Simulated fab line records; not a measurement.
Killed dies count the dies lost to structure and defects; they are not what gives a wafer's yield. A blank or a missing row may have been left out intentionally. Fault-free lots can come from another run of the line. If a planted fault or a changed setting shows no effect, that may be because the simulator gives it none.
Split-lot study -- flow n5 finfet -- route with 1938 steps; 7 lots, 39 wafers read

THE SPLIT ITSELF
At N5_BEOL_M7_ILD_DEP_00 (deposits SiCOH lowk from DEMS/porogen, target thk 179.75 nm, time 33.4 s), the setting target thk a was moved away from the recipe's 1797.5 angstrom on 12 of the 39 wafers read, by -45.9% to +41.1%. All remaining wafers had this setting at the recipe value.

THE PATH FROM SPLIT TO READING: the file shows 1 step between them
- N5_BEOL_M7_CURE_74: cures SiCOH lowk, time 240 s

THE READING
M7_ILD_THK, in nm, at N5_BEOL_M7_THK_MEAS_01. On this fab line, fault-free wafers typically give 155.1 nm with a standard deviation of 2.2 nm.

wafer,"tool, chamber at the split","target thk a as run, angstrom",against the recipe,"M7_ILD_THK, nm",against lot-mates on the recipe
L075.1,"pecvd-01, 1",2292,+27.5%,195.3,+40.2
L075.2,"pecvd-01, 2",1797.5,recipe,156.7,-
L075.3,"pecvd-01, 0",1797.5,recipe,154.0,-
L075.4,"pecvd-01, 2,0",2292,+27.5%,200.5,+45.4
L075.5,"pecvd-01, 2,0",2292,+27.5%,200.4,+45.3
L075.6,"pecvd-01, 1",1797.5,recipe,154.7,-
L078.1,"pecvd-01, 2",1797.5,recipe,156.3,-
L078.2,"pecvd-01, 0",1797.5,recipe,155.1,-
L078.3,"pecvd-01, 0",1797.5,recipe,158.5,-
L078.4,"pecvd-01, 2",1797.5,recipe,158.1,-
L078.5,"pecvd-01, 0",1797.5,recipe,159.0,-
L078.6,"pecvd-01, 2",1797.5,recipe,158.3,-
L089.1,"pecvd-01, 2",1797.5,recipe,156.0,-
L089.2,"pecvd-01, 0,1",973,-45.9%,85.8,-72.1
L089.3,"pecvd-01, 0,1",973,-45.9%,85.8,-72.1
L089.4,"pecvd-01, 1",973,-45.9%,86.0,-71.9
L089.5,"pecvd-01, 0",1797.5,recipe,159.0,-
L089.6,"pecvd-01, 2",1797.5,recipe,158.7,-
L086.1,"pecvd-02, 1,0",1797.5,recipe,154.7,-
L086.2,"pecvd-02, 0,2",1797.5,recipe,155.8,-
L086.3,"pecvd-02, 2",1797.5,recipe,154.6,-
L086.4,"pecvd-02, 0,2",1797.5,recipe,155.6,-
L086.5,"pecvd-02, 1,0",1797.5,recipe,154.7,-
L086.6,"pecvd-02, 1",1797.5,recipe,155.2,-
L088.1,"pecvd-02, 2",1797.5,recipe,153.6,-
L088.2,"pecvd-02, 1",2075,+15.4%,177.5,+20.9
L088.3,"pecvd-02, 0",2075,+15.4%,179.6,+23.0
L088.4,"pecvd-02, 0",1797.5,recipe,159.1,-
L088.5,"pecvd-02, 1",2075,+15.4%,180.9,+24.3
L088.6,"pecvd-02, 2",1797.5,recipe,157.1,-
L090.1,"pecvd-02, 0",1797.5,recipe,155.9,-
L090.5,"pecvd-02, 2,0",1797.5,recipe,156.4,-
L090.6,"pecvd-02, 2,0",1797.5,recipe,156.3,-
L093.1,"pecvd-04, 2",1797.5,recipe,151.2,-
L093.2,"pecvd-04, 0",2537,+41.1%,216.4,+63.9
L093.3,"pecvd-04, 1",1797.5,recipe,152.7,-
L093.4,"pecvd-04, 0",1797.5,recipe,153.6,-
L093.5,"pecvd-04, 1",2537,+41.1%,218.1,+65.6
L093.6,"pecvd-04, 2",2537,+41.1%,219.7,+67.2
Rows listing several chambers each stand for several wafers; the file does not say which wafer went through which chamber.

THE FIT
A straight line over all 39 wafers: M7_ILD_THK changes by +1.53 nm for each +1% of target thk a; r = +1.00; the points scatter about the line by 2 nm.
The same after taking each lot's own level away (the mean of its wafers on the recipe; 39 wafers): +1.58 nm for each +1%; r = +1.00; scatter 1.5 nm.
According to that fit, moving target thk a by its largest amount changes the reading by 72 nm.
Across the lots, their own levels run from 152.50 to 157.90 nm, a range of 2.5 times the standard deviation given above.
Hence the lot-to-lot level has little effect on the slope; both slopes agree.
Check: with one of the wafers moved furthest among these (-45.9%) left out of the fit, the line predicts -72.4 nm for it against its lot-mates. It came out at -72.1 nm against them.

THE OTHER SPLITS THESE WAFERS WENT THROUGH
Other splits were also applied to these wafers ahead of the reading. Each is held against what the fit with the lots' levels taken away leaves over:
other split on the same wafers,wafers away from the commonest value,r with M7_ILD_THK (lot level and that fit taken away)
N5_BEOL_M6_HM_DEP_02 target thk a,12,+0.02

THE WHOLE CHAIN: every reading that the file lists as answering this split, in the file's order
step,what it does,reading,change (the file's fit),r (the file's)
N5_BEOL_M7_ILD_DEP_00,"deposits SiCOH lowk from DEMS/porogen, target thk 179.75 nm, time 33.4 s","SiCOH_lowk_of_BEOL_M7_ILD_DEP_00.thk nm (the simulator's own value, which no gauge read)",+1.81 nm for each +1% of the setting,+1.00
N5_BEOL_M7_CURE_74,"cures SiCOH lowk, time 240 s","SiCOH_lowk_of_BEOL_M7_ILD_DEP_00.thk nm (the simulator's own value, which no gauge read)",+1.57 nm for each +1% of the setting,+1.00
N5_BEOL_M7_THK_MEAS_01,,M7_ILD_THK,+1.58 for each +1% of the setting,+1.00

THE FILE'S OWN FIT
M7_ILD_THK changes by +1.58 nm for each +1% of target thk a, r = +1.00.
